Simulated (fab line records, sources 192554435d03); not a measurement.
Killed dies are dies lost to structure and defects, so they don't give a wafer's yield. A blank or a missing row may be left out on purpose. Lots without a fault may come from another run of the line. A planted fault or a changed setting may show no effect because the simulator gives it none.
Chamber matching | flow n5_finfet | N5_SD_EPI_P_ETCH_36 on rie_diel-06: 4 sister chambers
The step etches SiARC in CF4, target depth 45.5 nm, time 75.8 s. 8 wafers are shown with their chamber, then 10 later ones without.

WAFERS WITH THEIR CHAMBER
wafer  | chamber | showerhead_plenum_p_Torr (Torr) | drypump_motor_current_A (A)
L077.6 | 0       | 2.14                            | 5.4
L079.5 | 0       | 2.13                            | 5.4
L084.3 | 3       | 2.11                            | 5.2
L086.4 | 2       | 2.17                            | 5.8
L086.5 | 1       | 2.03                            | 5.7
L086.6 | 3       | 2.11                            | 5.1
L087.2 | 1       | 2.03                            | 5.7
L087.4 | 2       | 2.17                            | 5.8

WAFERS WITHOUT THEIR CHAMBER
wafer  | showerhead_plenum_p_Torr (Torr) | drypump_motor_current_A (A)
L087.5 | 2.03                            | 5.7
L092.2 | 2.11                            | 5.2
L092.5 | 2.03                            | 5.7
L092.6 | 2.16                            | 5.8
L093.1 | 2.16                            | 5.8
L093.3 | 2.13                            | 5.4
L093.6 | 2.16                            | 5.8
L096.4 | 2.16                            | 5.8
L096.5 | 2.28                            | 5.7
L096.6 | 2.12                            | 5.4

WHICH CHAMBER EACH WENT THROUGH
wafer  | from the rows above | in truth
L087.5 | 1                   | 1
L092.2 | 3                   | 3
L092.5 | 1                   | 1
L092.6 | 2                   | 2
L093.1 | 2                   | 2
L093.3 | 0                   | 0
L093.6 | 2                   | 2
L096.4 | 2                   | 2
L096.5 | 2                   | 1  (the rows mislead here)
L096.6 | 0                   | 0
Placed correctly: 9 of 10. Can't be placed from these rows: 0. Placed wrongly: 1.
How it was worked out, from the rows above alone: a wafer's distance from a chamber is the root of the sum, over the readings, of the square of ((its reading less the chamber's mean) divided by the reading's scatter). The wafer belongs to the nearest chamber; if the next one is less than 2 further off, it can't be placed. A chamber's mean is the mean of its shown wafers. The scatter: the root of (the sum of the squares of (reading less its chamber's mean) over the shown wafers, divided by (wafers less chambers)).
